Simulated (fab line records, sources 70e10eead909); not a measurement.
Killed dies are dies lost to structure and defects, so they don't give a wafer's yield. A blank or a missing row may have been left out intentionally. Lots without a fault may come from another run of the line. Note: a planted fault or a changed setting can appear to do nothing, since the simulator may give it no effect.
Matching of chambers || flow nand harc || 4 sister chambers for NHARC_A_SGD_CUT_CMP_21 on cmp-04
The step polishes, target thk 148.19 nm. 14 wafers are shown with their chamber, then 7 later ones without.

== WAFERS, EACH WITH ITS CHAMBER ==
{"wafer": "L080.2", "chamber": 2, "motor current A (A)": 12.6, "slurry filter dp kPa (kPa)": 13.47, "time to endpoint s (s)": 45}
{"wafer": "L080.4", "chamber": 0, "motor current A (A)": 9.0, "slurry filter dp kPa (kPa)": 13.44, "time to endpoint s (s)": 48}
{"wafer": "L080.5", "chamber": 2, "motor current A (A)": 12.5, "slurry filter dp kPa (kPa)": 13.39, "time to endpoint s (s)": 49}
{"wafer": "L082.1", "chamber": 2, "motor current A (A)": 13.3, "slurry filter dp kPa (kPa)": 13.73, "time to endpoint s (s)": 51}
{"wafer": "L082.3", "chamber": 1, "motor current A (A)": 11.6, "slurry filter dp kPa (kPa)": 13.51, "time to endpoint s (s)": 47}
{"wafer": "L082.4", "chamber": 0, "motor current A (A)": 8.8, "slurry filter dp kPa (kPa)": 13.45, "time to endpoint s (s)": 50}
{"wafer": "L084.3", "chamber": 2, "motor current A (A)": 13.4, "slurry filter dp kPa (kPa)": 13.61, "time to endpoint s (s)": 55}
{"wafer": "L084.4", "chamber": 0, "motor current A (A)": 9.2, "slurry filter dp kPa (kPa)": 13.51, "time to endpoint s (s)": 54}
{"wafer": "L084.5", "chamber": 1, "motor current A (A)": 11.5, "slurry filter dp kPa (kPa)": 13.54, "time to endpoint s (s)": 49}
{"wafer": "L088.2", "chamber": 1, "motor current A (A)": 11.7, "slurry filter dp kPa (kPa)": 13.52, "time to endpoint s (s)": 50}
{"wafer": "L088.3", "chamber": 3, "motor current A (A)": 12.0, "slurry filter dp kPa (kPa)": 13.68, "time to endpoint s (s)": 55}
{"wafer": "L088.4", "chamber": 0, "motor current A (A)": 9.4, "slurry filter dp kPa (kPa)": 13.51, "time to endpoint s (s)": 54}
{"wafer": "L092.1", "chamber": 0, "motor current A (A)": 9.0, "slurry filter dp kPa (kPa)": 13.63, "time to endpoint s (s)": 55}
{"wafer": "L092.4", "chamber": 2, "motor current A (A)": 13.5, "slurry filter dp kPa (kPa)": 13.71, "time to endpoint s (s)": 56}

SIGNATURES (averages over the wafers above)
{"reading": "motor current A", "chamber 0": 9.080, "chamber 1": 11.600, "chamber 2": 13.060, "chamber 3": 12.000, "scatter within a chamber": 0.335}
{"reading": "slurry filter dp kPa", "chamber 0": 13.5080, "chamber 1": 13.5233, "chamber 2": 13.5820, "chamber 3": 13.6800, "scatter within a chamber": 0.106}
{"reading": "time to endpoint s", "chamber 0": 52.20, "chamber 1": 48.67, "chamber 2": 51.20, "chamber 3": 55.00, "scatter within a chamber": 3.5}
Rule: distance of a wafer from a chamber = root of the sum over the readings of ((wafer's reading minus chamber's mean) / reading's scatter) squared. The wafer belongs to the nearest chamber; if the next one is less than 2 further off, it can't be placed. How the scatter is found: for the shown wafers, subtract from each reading the mean of its chamber, square and add these, divide the total by (wafers less chambers), then take the root.

== WAFERS MISSING THEIR CHAMBER ==
{"wafer": "L092.5", "motor current A (A)": 11.7, "slurry filter dp kPa (kPa)": 13.62, "time to endpoint s (s)": 58}
{"wafer": "L093.2", "motor current A (A)": 9.1, "slurry filter dp kPa (kPa)": 13.32, "time to endpoint s (s)": 53}
{"wafer": "L093.4", "motor current A (A)": 11.2, "slurry filter dp kPa (kPa)": 13.53, "time to endpoint s (s)": 52}
{"wafer": "L093.5", "motor current A (A)": 9.6, "slurry filter dp kPa (kPa)": 13.26, "time to endpoint s (s)": 53}
{"wafer": "L094.2", "motor current A (A)": 12.3, "slurry filter dp kPa (kPa)": 13.46, "time to endpoint s (s)": 56}
{"wafer": "L094.4", "motor current A (A)": 12.9, "slurry filter dp kPa (kPa)": 13.65, "time to endpoint s (s)": 53}
{"wafer": "L094.5", "motor current A (A)": 11.8, "slurry filter dp kPa (kPa)": 13.29, "time to endpoint s (s)": 55}

== THE CHAMBER EACH PASSED THROUGH ==
{"wafer": "L092.5", "from the rows above": "can't be placed: 3 or 1", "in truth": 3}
{"wafer": "L093.2", "from the rows above": 0, "in truth": 0}
{"wafer": "L093.4", "from the rows above": "can't be placed: 1 or 3", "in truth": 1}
{"wafer": "L093.5", "from the rows above": 0, "in truth": 0}
{"wafer": "L094.2", "from the rows above": "can't be placed: 3 or 2 or 1", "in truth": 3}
{"wafer": "L094.4", "from the rows above": "can't be placed: 2 or 3", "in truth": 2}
{"wafer": "L094.5", "from the rows above": "can't be placed: 1 or 3 or 2", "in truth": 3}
Correct placement for 2 of the 7. Not placeable from these rows: 5 (in 5, the candidates include the true chamber). Placed wrongly: 0.
